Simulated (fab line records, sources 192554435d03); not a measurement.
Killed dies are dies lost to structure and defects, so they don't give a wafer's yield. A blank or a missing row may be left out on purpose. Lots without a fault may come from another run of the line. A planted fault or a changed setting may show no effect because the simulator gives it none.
Problem report in the 8D (eight disciplines) form, filled by code | flow n5_finfet | the parts of the form that need people (team, actions taken, sign-off) are left out

1. THE PROBLEM
bias_w at N5_BEOL_M7_ETCH_66 reads a mean of 190.7 W on 1 wafer of 1 lot; wafers without a fault read 150.0 W with a standard deviation of 0.46. That is +88 standard deviations from the usual mean.
The step: etches SOC in N2/H2, target depth 80 nm, overetch 16 nm, time 120 s.
First seen on wafer L484.4, day 13 08:43, on rie_diel-05. The record holds 15 wafers of 5 lots with a number at this step. Rule for "out", or "out of limits": more than 4 standard deviations from the usual mean. The other wafers with a number count as sound.

2. WHAT IT IS AND WHAT IT IS NOT
question                    | is                | is not
which readings at this step | bias_w, rf_vpp_V  | drypump_motor_current_A, oes_product_au, rf_fwd_power_W, showerhead_plenum_p_Torr, throttle_valve_pct
which lots                  | L484              | L470, L474, L487, L491
which wafers of those lots  | L484.4            | L484.5, L484.6
read on which tools         | rie_diel-05       | rie_diel-01
when                        | from day 13 08:43 | up to then (8 sound wafers); but 6 sound wafers of L487, L491 came after

3. SUSPECTS, AND WHAT RULES EACH OUT
Counting: a tool at a process step up to the reading stays a suspect if it ran every lot that is out. Sound lots after the first of them don't rule it out here, since some wafers of a struck lot are sound.
- rie_diel-05 at N5_BEOL_M7_DESCUM_33 (chemistry O2, time 7 s): kept. It ran the lot that is out, L484 (day 13 08:37); its last sound lot up to then is L470 (day 9 08:50).
- rie_diel-05 at N5_BEOL_M7_ETCH_72 (etches underlayer in N2/H2, target depth 6.5 nm, time 5.2 s): kept. It ran the lot that is out, L484 (day 13 08:38); its last sound lot up to then is L470 (day 9 08:52).
- rie_diel-05 at N5_BEOL_M7_ETCH_65 (etches SiARC in CF4, target depth 15.6 nm, time 26 s): kept. It ran the lot that is out, L484 (day 13 08:39); its last sound lot up to then is L470 (day 9 08:53).
- rie_diel-05 at N5_BEOL_M7_ETCH_66 (etches SOC in N2/H2, target depth 80 nm, overetch 16 nm, time 120 s): kept. It ran the lot that is out, L484 (day 13 08:43); its last sound lot up to then is L470 (day 9 08:55). Its own readings are out on those wafers: bias_w, rf_vpp_V.
- Within rie_diel-05 at N5_BEOL_M7_DESCUM_33: the wafers that are out ran in chamber 2; their sound lot-mates ran in chambers 0, 1.
- Within rie_diel-05 at N5_BEOL_M7_ETCH_72: the wafers that are out ran in chamber 2; their sound lot-mates ran in chambers 0, 1.
- Within rie_diel-05 at N5_BEOL_M7_ETCH_65: the wafers that are out ran in chamber 2; their sound lot-mates ran in chambers 0, 1.
- Within rie_diel-05 at N5_BEOL_M7_ETCH_66: the wafers that are out ran in chamber 2; their sound lot-mates ran in chambers 0, 1.
Left after counting: rie_diel-05 at N5_BEOL_M7_DESCUM_33, rie_diel-05 at N5_BEOL_M7_ETCH_72, rie_diel-05 at N5_BEOL_M7_ETCH_65, rie_diel-05 at N5_BEOL_M7_ETCH_66.

4. THE CAUSE (what the simulator had put in)
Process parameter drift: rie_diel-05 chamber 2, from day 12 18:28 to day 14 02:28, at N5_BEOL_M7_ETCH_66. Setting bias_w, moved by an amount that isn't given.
Counting left 4 suspects, and this tool is among them.

5. THE CHAIN OF EFFECTS, in route order
Each row: a reading whose mean over the struck wafers that have a number lies more than 3 standard deviations from the usual. Only readings for which the record gives a usual standard deviation are gone through. hours: the time from each lot's start at the first step in this table that gives one to its start at this step, as a median over the lots. sigmas: the change in usual standard deviations.
hours | step               | reading  | usual   | on struck wafers | change | sigmas
0     | N5_BEOL_M7_ETCH_66 | bias_w   | 150.0 W | 190.7            | +40.7  | +88
0     | N5_BEOL_M7_ETCH_66 | rf_vpp_V | 523.7 V | 612.3            | +88.6  | +31
The process steps in it:
- N5_BEOL_M7_ETCH_66: etches SOC in N2/H2, target depth 80 nm, overetch 16 nm, time 120 s.

6. WHAT WOULD HAVE CAUGHT IT SOONER
In this record the first reading out of limits was taken at day 13 08:43, 14 hours after the fault began at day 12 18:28.
